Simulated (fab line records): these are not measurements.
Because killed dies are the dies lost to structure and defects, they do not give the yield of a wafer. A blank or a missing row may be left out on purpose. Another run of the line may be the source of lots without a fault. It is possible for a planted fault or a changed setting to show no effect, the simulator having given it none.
Which tool is to blame? -- flow n5-finfet -- 27 wafers from 9 lots sampled at 5 of the route's 1938 steps

== WHAT EACH GAUGE READ, for each wafer ==
No reading from a measuring or inspecting step in the record can be judged against a usual standard deviation.

== TOOL THAT RAN EACH LOT (tool first, then ch and the chambers of the sampled wafers, then the start) ==
lot,N5_MOL_CONTACT_COAG_ETCH_59,N5_MIM_BOT_ETCH_ETCH_04,N5_PASSIVATION_STRIP_14,N5_PASSIVATION_STRIP_48,N5_PASSIVATION_PROBE_49
L845,"rie-diel-06 ch 0,2, day 5 10:01","rie-diel-05 ch 1,2, day 13 03:54","rie-diel-01 ch 0,3, day 13 07:43","rie-diel-05 ch 1,2, day 13 11:40",-
L846,"rie-diel-06 ch 0,1,3, day 5 22:55","rie-diel-05 ch 0,1,2, day 13 07:24","rie-diel-03 ch 1,2,3, day 13 10:37","rie-diel-06 ch 0,2, day 13 14:57",-
L852,"rie-diel-02 ch 0,1,2, day 7 10:25","rie-diel-02 ch 1,2, day 14 20:58","rie-diel-03 ch 0,2, day 15 00:38","rie-diel-02 ch 1,3, day 15 05:21",-
L853,"rie-diel-06 ch 0,2, day 7 18:20","rie-diel-06 ch 0,1,3, day 15 10:10","rie-diel-01 ch 1,3, day 15 14:22","rie-diel-02 ch 0,1,3, day 15 18:31",-
L855,"rie-diel-06 ch 0,2, day 8 02:34","rie-diel-06 ch 1,3, day 15 16:13","rie-diel-04 ch 2,3, day 15 21:23","rie-diel-06 ch 0,1,3, day 16 00:56",-
L856,"rie-diel-06 ch 2,3, day 8 03:38","rie-diel-05 ch 1,3, day 15 12:45","rie-diel-01 ch 0,2,3, day 15 15:08","rie-diel-05 ch 0,1,3, day 15 18:59",-
L860,"rie-diel-06 ch 0,3, day 9 04:50","rie-diel-05 ch 0,1,3, day 16 15:54","rie-diel-01 ch 0,1, day 16 18:57","rie-diel-06 ch 1,3, day 16 22:48","prober-01, day 17 01:23"
L861,"rie-diel-06 ch 1,3, day 9 15:07","rie-diel-06 ch 0,1,3, day 16 20:55","rie-diel-03 ch 0,3, day 17 00:50","rie-diel-05 ch 2,3, day 17 04:28","prober-02, day 17 07:01"
L864,"rie-diel-06 ch 0,1, day 10 05:56","rie-diel-02 ch 1,2,3, day 17 21:27","rie-diel-01 ch 0,1,3, day 18 01:28","rie-diel-02 ch 1,2, day 18 05:19","prober-01, day 18 07:55"
- N5_MOL_CONTACT_COAG_ETCH_59: etches underlayer in N2/H2, target depth 13 nm, time 10.4 s.
- N5_MIM_BOT_ETCH_ETCH_04: etches SiNx in CF4/O2, target depth 26 nm, time 13 s.
- N5_PASSIVATION_STRIP_14: strips in O2.
- N5_PASSIVATION_STRIP_48: strips in O2.
- N5_PASSIVATION_PROBE_49

== WHAT THE TOOLS THEMSELVES READ (means of the sampled wafers that have a number; where no wafer has one, the mark that the record gives instead) ==
N5_MOL_CONTACT_COAG_ETCH_59. Usual: for drypump-motor-current-A, 5.8 A with a standard deviation of 0.43; for etch-rf-on-time-s, 10.37 s with a standard deviation of 0.17; for n2-flow-sccm, 200.0 sccm with a standard deviation of 0.58; for oes-product-au, 0.66 a.u. with a standard deviation of 0.077; for rf-vpp-V, 524.7 V with a standard deviation of 2.8; for showerhead-plenum-p-Torr, 2.58 Torr with a standard deviation of 0.1; for throttle-valve-pct, 17.92 % with a standard deviation of 0.29.
lot,tool,drypump-motor-current-A (A),etch-rf-on-time-s (s),n2-flow-sccm (sccm),oes-product-au (a.u.),rf-vpp-V (V),showerhead-plenum-p-Torr (Torr),throttle-valve-pct (%),flag
L845,rie-diel-06,5.6,10.50,199.5,0.60,522.0,2.49,18.24,
L846,rie-diel-06,5.8,10.21,199.9,0.66,524.1,2.55,18.17,
L852,rie-diel-02,6.3,10.30,200.5,0.67,525.9,2.62,17.67,
L853,rie-diel-06,5.6,10.39,199.5,0.60,522.6,2.48,18.27,
L855,rie-diel-06,5.3,10.57,199.8,0.60,521.3,2.46,18.24,
L856,rie-diel-06,5.3,10.32,200.8,0.67,522.4,2.52,18.03,
L860,rie-diel-06,5.8,10.36,200.7,0.63,524.6,2.57,18.13,
L861,rie-diel-06,5.9,10.24,200.0,0.80,527.9,2.71,18.01,
L864,rie-diel-06,5.8,10.28,200.0,0.66,524.9,2.58,18.28,

N5_MIM_BOT_ETCH_ETCH_04. Usual: O2_flow_sccm 10.00 sccm, standard deviation 0.033; drypump-motor-current-A 5.7 A, standard deviation 0.46; oes-product-au 0.82 a.u., standard deviation 0.087; rf-vpp-V 242.5 V, standard deviation 2.7; showerhead-plenum-p-Torr 2.24 Torr, standard deviation 0.076; throttle-valve-pct 15.96 %, standard deviation 0.21.
lot,tool,O2_flow_sccm (sccm),drypump-motor-current-A (A),oes-product-au (a.u.),rf-vpp-V (V),showerhead-plenum-p-Torr (Torr),throttle-valve-pct (%),flag
L845,rie-diel-05,10.01,5.3,0.80,245.1,2.26,16.14,
L846,rie-diel-05,10.00,5.6,0.81,242.4,2.23,15.94,
L852,rie-diel-02,10.02,6.1,0.71,245.1,2.27,15.97,
L853,rie-diel-06,9.99,5.8,0.85,241.8,2.26,16.03,
L855,rie-diel-06,9.97,5.9,0.83,243.5,2.32,16.13,
L856,rie-diel-05,9.97,5.0,0.92,244.3,2.24,15.94,
L860,rie-diel-05,10.00,5.3,0.85,242.9,2.20,15.94,
L861,rie-diel-06,9.99,5.8,0.83,242.2,2.26,16.06,
L864,rie-diel-02,10.00,6.1,0.83,243.0,2.23,15.75,

N5_PASSIVATION_STRIP_14. Usual: drypump-motor-current-A 5.8 A, standard deviation 0.61; oes-product-au 0.81 a.u., standard deviation 0.088; rf-vpp-V 3.7 V, standard deviation 0.9; showerhead-plenum-p-Torr 2.11 Torr, standard deviation 0.078; throttle-valve-pct 16.61 %, standard deviation 0.18.
lot,tool,drypump-motor-current-A (A),oes-product-au (a.u.),rf-vpp-V (V),showerhead-plenum-p-Torr (Torr),throttle-valve-pct (%),flag
L845,rie-diel-01,6.0,0.83,3.7,2.15,16.47,
L846,rie-diel-03,6.0,0.75,3.5,2.16,16.70,
L852,rie-diel-03,5.4,0.70,4.1,2.04,16.82,
L853,rie-diel-01,5.2,0.82,3.4,2.08,16.61,
L855,rie-diel-04,6.3,0.92,2.7,2.11,16.41,
L856,rie-diel-01,6.2,0.82,3.8,2.09,16.58,
L860,rie-diel-01,5.1,0.85,3.0,2.15,16.59,
L861,rie-diel-03,6.0,0.77,3.5,2.14,16.53,
L864,rie-diel-01,5.6,0.80,2.9,2.11,16.58,

N5_PASSIVATION_STRIP_48. Usual: drypump-motor-current-A 5.7 A, standard deviation 0.46; oes-product-au 0.81 a.u., standard deviation 0.081; rf-vpp-V 3.6 V, standard deviation 2.4; showerhead-plenum-p-Torr 2.13 Torr, standard deviation 0.069; throttle-valve-pct 16.64 %, standard deviation 0.2.
lot,tool,drypump-motor-current-A (A),oes-product-au (a.u.),rf-vpp-V (V),showerhead-plenum-p-Torr (Torr),throttle-valve-pct (%),flag
L845,rie-diel-05,5.4,0.83,3.9,2.18,16.70,
L846,rie-diel-06,5.6,0.83,4.2,2.04,16.86,
L852,rie-diel-02,6.0,0.85,3.1,2.10,16.43,
L853,rie-diel-02,6.2,0.77,2.4,2.10,16.51,
L855,rie-diel-06,5.8,0.83,2.1,2.15,16.70,
L856,rie-diel-05,5.3,0.85,4.6,2.09,16.57,
L860,rie-diel-06,5.8,0.82,3.2,2.19,16.68,
L861,rie-diel-05,5.3,0.85,3.9,2.18,16.55,
L864,rie-diel-02,6.3,0.80,4.0,2.17,16.50,

N5_PASSIVATION_PROBE_49. Usual: defect-limited-yield 91.7 %, standard deviation 1.5; killed_at_M0_to_M3 30, standard deviation 8.6; killed_at_M4_up 12, standard deviation 4.5; killed-at-contacts 13, standard deviation 5.8; killed-at-front-end 38, standard deviation 11; killed-at-other 4, standard deviation 3; killed-dies 97, standard deviation 17; killed-on-rim 13, standard deviation 3.6; killed-open 63, standard deviation 12; killed-short 32, standard deviation 8.8; sort_bin_5_function 4.8 %, standard deviation 0.91; sort_bin_6_memory 3.1 %, standard deviation 0.68; sort-n-pass 1083, standard deviation 17; sort-yield-pct 91.7 %, standard deviation 1.5.
lot,tool,defect-limited-yield (%),killed_at_M0_to_M3,killed_at_M4_up,killed-at-contacts,killed-at-front-end,killed-at-other,killed-dies,killed-on-rim,killed-open,killed-short,sort_bin_5_function (%),sort_bin_6_memory (%),sort-n-pass,sort-yield-pct (%),flag
L860,prober-01,89.9,35,11,22,46,6,120,15,79,40,5.7,4.0,1060,89.9,
L861,prober-02,86.6,39,8,64,43,4,158,24,61,37,7.9,4.4,1022,86.6,OFF
L864,prober-01,87.4,37,10,75,24,3,148,25,58,27,7.9,3.5,1032,87.4,OFF

== THE ANSWER, worked out from the rows above alone ==
Rule: take the mean of a lot's wafers that have a number; if it is more than 3 standard deviations from the usual mean, the lot is off. Also off: a lot with no number at a reading for which 4 or more lots have one. Where the step has rows for the other lots, those lots are counted as sound. First the gauges in route order, then the tools' own readings, where a lot's mean is used as printed above. The first step at which some lot is off is used, and at that step the reading that is off furthest; a lot without a number counts as furthest.
Off at N5_PASSIVATION_PROBE_49 (killed-at-contacts): L861, L864. Neither off nor sound, because the step has no rows for them: L845, L846, L852, L853, L855, L856.
A tool fits if, at that step or a process step before it, it ran every lot that is off, and no sound lot after the first of them. One fits: N5_MOL_CONTACT_COAG_ETCH_59 on rie-diel-06. A fault onset in the window from L860 (day 9 04:50, its last sound lot) to L861 (day 9 15:07, its first lot off) fits.

== WHAT THE SIMULATOR HAD INSERTED ==
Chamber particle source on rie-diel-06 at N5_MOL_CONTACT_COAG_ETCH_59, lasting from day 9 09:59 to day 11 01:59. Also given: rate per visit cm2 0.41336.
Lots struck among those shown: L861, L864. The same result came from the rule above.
